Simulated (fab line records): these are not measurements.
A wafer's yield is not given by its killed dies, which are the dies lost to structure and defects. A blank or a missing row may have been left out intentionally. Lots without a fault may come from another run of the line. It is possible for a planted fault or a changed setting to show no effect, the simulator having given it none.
Comparing a struck lot with a sound one / flow n5 finfet / 14 steps out of a route of 1938
Sound: the wafers L840.1, L840.2, L840.5. Struck: wafer L844.2 (left out: L844.4, a lot-mate that was not struck); the cause follows at the end.
For every step that has rows: the tool of each side, followed by ch and its chambers, followed by its first start. Under that, the readings that differ: sound wafers / struck wafers / difference of the means / sigmas: that difference in standard deviations of wafers without a fault.
alike: same words and numbers on both sides, and readings whose means sit less than 2 such deviations apart. not compared: any withheld reading, any reading some wafer has no value for, any bound like >300 that may hide the same value, and any number with overlapping values for which the record gives no deviation.
Wherever a step has rows on one side only, a row that says differs or no value, or a row with sigmas, the two part there. When numbers do not overlap yet have no deviation, they are printed without sigmas and do not part them. A reading missing from all wafers of one side parts the sides only when that side holds two or more wafers.

N5_BEOL_M9_CD_MEAS_28: the cd target is 70 nm.
  sound on cd sem-02 ch 0, day 10 14:31; struck on cd sem-03 ch 0, day 11 17:40
reading=cd nm (nm); sound=70.5 70.2 70.2; struck=69.2; difference=-1.1; sigmas=-3
N5_BEOL_M9_OVL_MEAS_29:
  sound on overlay-02 ch 0, day 10 14:32; struck on overlay-02 ch 0, day 11 17:42
  alike: V8_OVL
N5_BEOL_M9_INSPECT_30: inspects for defects (brightfield).
  sound on defect inspect-02, day 10 14:35; struck on defect inspect-01, day 11 17:45
  alike: raw defect count
N5_BEOL_M9_DESCUM_33: chemistry O2, time 7 s.
  sound on rie diel-03 ch 0,2,3, day 10 14:38; struck on rie diel-03 ch 0, day 11 17:47
  alike: drypump motor current A, oes product au, rf fwd power W, rf vpp V, showerhead plenum p Torr, throttle valve pct
  not compared: rf hours counter h
N5_BEOL_M9_ETCH_76: etches underlayer in N2/H2, target depth 6.5 nm, time 5.2 s.
  sound on rie diel-03 ch 0,2,3, day 10 14:40; struck on rie diel-03 ch 0, day 11 17:49
  alike: drypump motor current A, etch rf on time s, oes product au, rf fwd power W, rf vpp V, showerhead plenum p Torr, throttle valve pct
  not compared: rf hours counter h
N5_BEOL_M9_ETCH_65: etches SiARC in CF4, target depth 15.6 nm, time 26 s.
  sound on rie diel-03 ch 0,2,3, day 10 14:41; struck on rie diel-03 ch 0, day 11 17:50
  alike: drypump motor current A, etch rf on time s, oes product au, rf fwd power W, rf vpp V, showerhead plenum p Torr, throttle valve pct
  not compared: rf hours counter h
then, 3 steps without rows for these wafers: N5_BEOL_M9_ETCH_66 (etches SOC in N2/H2, target depth 80 nm, overetch 16 nm, time 120 s); N5_BEOL_M9_STRIP_69 (strips in N2/H2); N5_BEOL_M9_STRIP_77 (strips in N2/H2).
N5_BEOL_M9_VIA_ETCH_34: etches SiCOH lowk in C4F6/O2, target depth 182.4 nm, time 68.4 s.
  sound on rie diel-03 ch 0,2,3, day 10 14:49; struck on rie diel-03 ch 0, day 11 17:58
  alike: drypump motor current A, oes product au, rf fwd power W, rf vpp V, showerhead plenum p Torr, throttle valve pct
  not compared: rf hours counter h
then, 1 step without rows for these wafers: N5_BEOL_M9_STRIP_73 (strips in C4F6/O2).
N5_BEOL_M9_STRIP_36: strips in N2/H2.
  sound on rie diel-03 ch 0,2,3, day 10 14:52; struck on rie diel-03 ch 0, day 11 18:02
reading=rf vpp V (V); sound=58.6 59.4 58.5; struck=63.1; difference=+4.3; sigmas=+3
  alike: drypump motor current A, oes product au, showerhead plenum p Torr, throttle valve pct
  not compared: rf hours counter h
N5_BEOL_M9_TRENCH_ETCH_37: etches SiCOH lowk in C4F6/O2, target depth 151.43 nm, time 49 s.
  sound on rie diel-03 ch 0,2,3, day 10 14:55; struck on rie diel-03 ch 0, day 11 18:04
  alike: drypump motor current A, oes product au, rf fwd power W, rf vpp V, showerhead plenum p Torr, throttle valve pct
  not compared: rf hours counter h, model.BEOL_M9.feature depth nm
then, 1 step without rows for these wafers: N5_BEOL_M9_ETCH_41 (etches SiCN in CH3F/O2, target depth 36.6 nm, time 70.1 s).

## WHERE THEY PART
First at N5_BEOL_M9_CD_MEAS_28; last, within this record, at N5_BEOL_M9_STRIP_36. Later steps at which nothing parts them and some readings are alike: N5_BEOL_M9_TRENCH_ETCH_37.

WHY: the cause the simulator had injected
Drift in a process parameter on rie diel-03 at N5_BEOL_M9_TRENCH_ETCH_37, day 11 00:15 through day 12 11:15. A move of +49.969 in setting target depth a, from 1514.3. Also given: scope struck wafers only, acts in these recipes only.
